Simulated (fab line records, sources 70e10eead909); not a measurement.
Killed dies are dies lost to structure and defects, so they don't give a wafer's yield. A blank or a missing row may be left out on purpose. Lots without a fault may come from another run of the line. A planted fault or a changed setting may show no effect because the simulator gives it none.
Which tool did it? | flow nand_harc | 6 lots, 16 wafers sampled, at 5 steps of a route of 1159

WHAT THE GAUGES READ, wafer by wafer
NHARC_END_SORT_01.
lot  | measured     | on        | killed_at_array
L317 | day 21 15:22 | prober-02 | 31 671
L322 | day 23 00:15 | prober-02 | 26 673

WHICH TOOL RAN EACH LOT (tool, then ch and the chambers of the sampled wafers, then the start)
lot  | NHARC_A_SLIT_DEP_25             | NHARC_A_SLIT_ETCH_24               | NHARC_A_SLIT_ETCH_17             | NHARC_A_WL_FILL_ETCHBACK_04
L309 | pecvd-02 ch 0,1,2, day 14 15:19 | rie_diel-01 ch 0,3, day 14 18:29   | har_etch-02 ch 0,1, day 14 19:55 | rie_metal-01 ch 0,1, day 15 10:05
L308 | pecvd-01 ch 0,1, day 14 22:20   | rie_diel-10 ch 0,2,3, day 15 03:14 | har_etch-01 ch 0,1, day 15 04:10 | rie_metal-01 ch 0,1, day 15 19:06
L317 | pecvd-01 ch 1, day 16 16:16     | rie_diel-10 ch 0,1, day 16 21:54   | har_etch-01 ch 0,1, day 17 00:44 | rie_metal-01 ch 0,1, day 17 15:50
L322 | pecvd-02 ch 2, day 17 23:46     | rie_diel-01 ch 0,1, day 18 03:12   | har_etch-01 ch 0, day 18 04:07   | rie_metal-01 ch 0, day 18 18:54
L323 | pecvd-04 ch 0,1,2, day 18 15:28 | rie_diel-10 ch 0,1,3, day 18 20:17 | har_etch-01 ch 0,1, day 18 21:29 | rie_metal-02 ch 0,1, day 19 12:34
L328 | pecvd-02 ch 0,1,2, day 19 10:02 | rie_diel-03 ch 0,2, day 19 14:04   | har_etch-02 ch 0,1, day 19 19:02 | rie_metal-02 ch 1, day 20 15:38
- NHARC_A_SLIT_DEP_25: deposits SiO2, target thk 200 nm.
- NHARC_A_SLIT_ETCH_24: etches the open film in CF4/CHF3, target depth 121 nm, time 60.5 s.
- NHARC_A_SLIT_ETCH_17: etches the open film in C4F8/O2/Ar, time 1687.5 s, target depth 10100 nm.
- NHARC_A_WL_FILL_ETCHBACK_04: etches the open film in NF3, target depth 60 nm, time 120 s.

THE ANSWER, worked out from the rows above alone
Rule: what is usual is taken from the lots themselves. Put in order of their means at a reading, lots are off if they are a third of the lots or fewer, leave a main group of 4 or more, and stand apart from it by a gap of 3 or more times the standard deviation of the main group's means; of several such gaps the widest counts. A main group whose means are all the same, to the digits that the tables above print for the reading, isn't used. A lot without any number at a reading at which 4 lots or more have one is off too. The other lots that the step has rows for count as sound.
No lot is off at any reading shown: from this, nothing can be told.

WHAT THE SIMULATOR HAD PUT IN
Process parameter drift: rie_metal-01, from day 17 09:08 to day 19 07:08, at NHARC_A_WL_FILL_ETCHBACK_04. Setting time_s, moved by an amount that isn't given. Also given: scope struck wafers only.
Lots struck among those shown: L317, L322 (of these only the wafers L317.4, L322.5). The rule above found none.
